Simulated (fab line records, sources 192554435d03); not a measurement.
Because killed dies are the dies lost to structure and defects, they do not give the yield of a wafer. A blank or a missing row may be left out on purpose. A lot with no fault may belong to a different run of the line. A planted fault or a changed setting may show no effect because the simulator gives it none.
Lot-split experiment :: flow n5_finfet :: route with 1938 steps; 7 lots, 21 wafers read

## SPLIT DETAILS
At N5_BEOL_M9_TRENCH_ETCH_37 (etches SiCOH lowk in C4F6/O2, target depth 151.43 nm, time 49 s), the setting bias_w was moved away from the recipe's 185 W on 8 of the 21 wafers read, by -17.5% to +11.1%. The other wafers ran this setting at the recipe's value.

## FROM THE SPLIT TO THE READING: what the file shows between them, 2 steps
- N5_BEOL_M9_ETCH_41: etches SiCN in CH3F/O2, target depth 36.6 nm, time 70.1 s
- N5_BEOL_M9_STRIP_80: strips in N2/H2, time 10 s

## THE READING
trench_depth_nm, in nm, at N5_BEOL_M9_OCD_MEAS_38. A value of 150.8 nm with a standard deviation of 2.5 nm is what fault-free wafers of this fab line usually give.

wafer: L074.3
tool, chamber at the split: rie_diel-02, 1
bias_w as run, W: 152.7
against the recipe: -17.5%
trench_depth_nm, nm: 144.3
against lot-mates on the recipe: -7.1

wafer: L074.4
tool, chamber at the split: rie_diel-02, 0
bias_w as run, W: 185
against the recipe: recipe
trench_depth_nm, nm: 151.4
against lot-mates on the recipe: -

wafer: L074.6
tool, chamber at the split: rie_diel-02, 2
bias_w as run, W: 152.7
against the recipe: -17.5%
trench_depth_nm, nm: 146.5
against lot-mates on the recipe: -4.9

wafer: L075.2
tool, chamber at the split: rie_diel-02, 2
bias_w as run, W: 185
against the recipe: recipe
trench_depth_nm, nm: 155.7
against lot-mates on the recipe: -

wafer: L075.3
tool, chamber at the split: rie_diel-02, 1
bias_w as run, W: 185
against the recipe: recipe
trench_depth_nm, nm: 153.0
against lot-mates on the recipe: -

wafer: L075.5
tool, chamber at the split: rie_diel-02, 3
bias_w as run, W: 185
against the recipe: recipe
trench_depth_nm, nm: 154.3
against lot-mates on the recipe: -

wafer: L083.2
tool, chamber at the split: rie_diel-05, 1
bias_w as run, W: 185
against the recipe: recipe
trench_depth_nm, nm: 148.7
against lot-mates on the recipe: -

wafer: L083.3
tool, chamber at the split: rie_diel-05, 3
bias_w as run, W: 185
against the recipe: recipe
trench_depth_nm, nm: 148.2
against lot-mates on the recipe: -

wafer: L083.4
tool, chamber at the split: rie_diel-05, 2
bias_w as run, W: 185
against the recipe: recipe
trench_depth_nm, nm: 148.5
against lot-mates on the recipe: -

wafer: L088.2
tool, chamber at the split: rie_diel-06, 3
bias_w as run, W: 185
against the recipe: recipe
trench_depth_nm, nm: 148.1
against lot-mates on the recipe: -

wafer: L088.3
tool, chamber at the split: rie_diel-06, 2
bias_w as run, W: 185
against the recipe: recipe
trench_depth_nm, nm: 150.6
against lot-mates on the recipe: -

wafer: L088.5
tool, chamber at the split: rie_diel-06, 2
bias_w as run, W: 185
against the recipe: recipe
trench_depth_nm, nm: 151.7
against lot-mates on the recipe: -

wafer: L091.3
tool, chamber at the split: rie_diel-05, 3
bias_w as run, W: 203.2
against the recipe: +9.8%
trench_depth_nm, nm: 151.2
against lot-mates on the recipe: +3.1

wafer: L091.4
tool, chamber at the split: rie_diel-05, 2
bias_w as run, W: 203.2
against the recipe: +9.8%
trench_depth_nm, nm: 153.6
against lot-mates on the recipe: +5.5

wafer: L091.5
tool, chamber at the split: rie_diel-05, 1
bias_w as run, W: 185
against the recipe: recipe
trench_depth_nm, nm: 148.1
against lot-mates on the recipe: -

wafer: L096.1
tool, chamber at the split: rie_diel-02, 0
bias_w as run, W: 185
against the recipe: recipe
trench_depth_nm, nm: 149.7
against lot-mates on the recipe: -

wafer: L096.2
tool, chamber at the split: rie_diel-02, 1
bias_w as run, W: 175.1
against the recipe: -5.4%
trench_depth_nm, nm: 148.9
against lot-mates on the recipe: -0.8

wafer: L096.3
tool, chamber at the split: rie_diel-02, 3
bias_w as run, W: 175.1
against the recipe: -5.4%
trench_depth_nm, nm: 149.2
against lot-mates on the recipe: -0.5

wafer: L097.2
tool, chamber at the split: rie_diel-05, 3
bias_w as run, W: 205.5
against the recipe: +11.1%
trench_depth_nm, nm: 152.3
against lot-mates on the recipe: +5.1

wafer: L097.3
tool, chamber at the split: rie_diel-05, 0
bias_w as run, W: 185
against the recipe: recipe
trench_depth_nm, nm: 147.2
against lot-mates on the recipe: -

wafer: L097.4
tool, chamber at the split: rie_diel-05, 1
bias_w as run, W: 205.5
against the recipe: +11.1%
trench_depth_nm, nm: 153.7
against lot-mates on the recipe: +6.5

THE FIT
A straight line over all 21 wafers: trench_depth_nm changes by +0.258 nm for each +1% of bias_w; r = +0.67; the points scatter about the line by 2.2 nm.
The same after taking each lot's own level away (the mean of its wafers on the recipe; 21 wafers): +0.39 nm for each +1%; r = +0.94; scatter 1.1 nm.
The reading moves by 6.8 nm for the largest change in bias_w, on that fit.
Measured against the standard deviation above, the lots' own levels, which go from 147.20 to 154.33 nm, span 2.9 times it.
So the lot-to-lot level blurs the effect unless lot-mates are compared.
Check: for one of the wafers moved furthest among these (-17.5%), held out of the fit, the line's prediction against its lot-mates is -6.08 nm. Against them it came out at -7.1 nm.
Tool readings at the split's step, against how far the setting was moved: rf_vpp_V r = +0.99.

## THE WHOLE CHAIN: every reading that the file lists as answering this split, in the file's order
step: N5_BEOL_M9_TRENCH_ETCH_37
what it does: etches SiCOH lowk in C4F6/O2, target depth 151.43 nm, time 49 s
reading: rf_vpp_V
change (the file's fit): +5.37 V for each +1% of the setting
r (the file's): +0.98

step: N5_BEOL_M9_TRENCH_ETCH_37
what it does: etches SiCOH lowk in C4F6/O2, target depth 151.43 nm, time 49 s
reading: etch.depth_nm (the simulator's own value, which no gauge read)
change (the file's fit): +0.399 nm for each +1% of the setting
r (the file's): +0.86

step: N5_BEOL_M9_TRENCH_ETCH_37
what it does: etches SiCOH lowk in C4F6/O2, target depth 151.43 nm, time 49 s
reading: BEOL_M9.feature_depth_nm (the simulator's own value, which no gauge read)
change (the file's fit): +0.398 nm for each +1% of the setting
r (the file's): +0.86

step: N5_BEOL_M9_OCD_MEAS_38
what it does: 
reading: trench_depth_nm
change (the file's fit): +0.389 nm for each +1% of the setting
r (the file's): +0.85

## FILE'S OWN FIT
trench_depth_nm changes by +0.389 nm for each +1% of bias_w, r = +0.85.
